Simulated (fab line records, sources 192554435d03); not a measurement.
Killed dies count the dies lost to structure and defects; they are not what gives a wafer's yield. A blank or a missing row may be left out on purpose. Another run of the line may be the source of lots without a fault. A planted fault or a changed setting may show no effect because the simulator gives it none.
Chamber matching / flow n5-finfet / N5_FIN_SAQP_MANDREL_ETCH_58 on rie-si-02 has 4 sister chambers
The step etches a-Si in HBr/Cl2, stops on SiNx, target depth 45 nm, bt time 10 s, time 27 s. 4 wafers are shown with their chamber, then 7 later ones without.

EACH WAFER AND ITS CHAMBER
wafer=L432.1; chamber=1; throttle-valve-pct (%)=35.90
wafer=L432.5; chamber=2; throttle-valve-pct (%)=35.76
wafer=L437.1; chamber=3; throttle-valve-pct (%)=35.49
wafer=L437.5; chamber=0; throttle-valve-pct (%)=35.23

WAFERS WITHOUT THEIR CHAMBER
wafer=L437.6; throttle-valve-pct (%)=35.88
wafer=L438.2; throttle-valve-pct (%)=35.48
wafer=L438.3; throttle-valve-pct (%)=35.90
wafer=L438.4; throttle-valve-pct (%)=35.22
wafer=L440.3; throttle-valve-pct (%)=35.75
wafer=L440.5; throttle-valve-pct (%)=35.73
wafer=L440.6; throttle-valve-pct (%)=35.46

WHICH CHAMBER EACH ONE RAN IN
wafer=L437.6; from the rows above=1; in truth=1
wafer=L438.2; from the rows above=3; in truth=3
wafer=L438.3; from the rows above=1; in truth=1
wafer=L438.4; from the rows above=0; in truth=0
wafer=L440.3; from the rows above=2; in truth=2
wafer=L440.5; from the rows above=2; in truth=2
wafer=L440.6; from the rows above=3; in truth=3
Correct placement for 7 of the 7. Left unplaced by these rows: 0. Number placed wrongly: 0.
How it was worked out, from the rows above alone: a wafer's distance from a chamber is the root of the sum, over the readings, of the square of ((its reading less the chamber's mean) divided by the reading's scatter). The wafer belongs to the nearest chamber; if the next one is less than 2 further off, it can't be placed. A chamber's mean is the mean of its shown wafers. The scatter: root of mean squared gap, hidden wafer to nearest shown wafer, with one shown wafer a chamber.
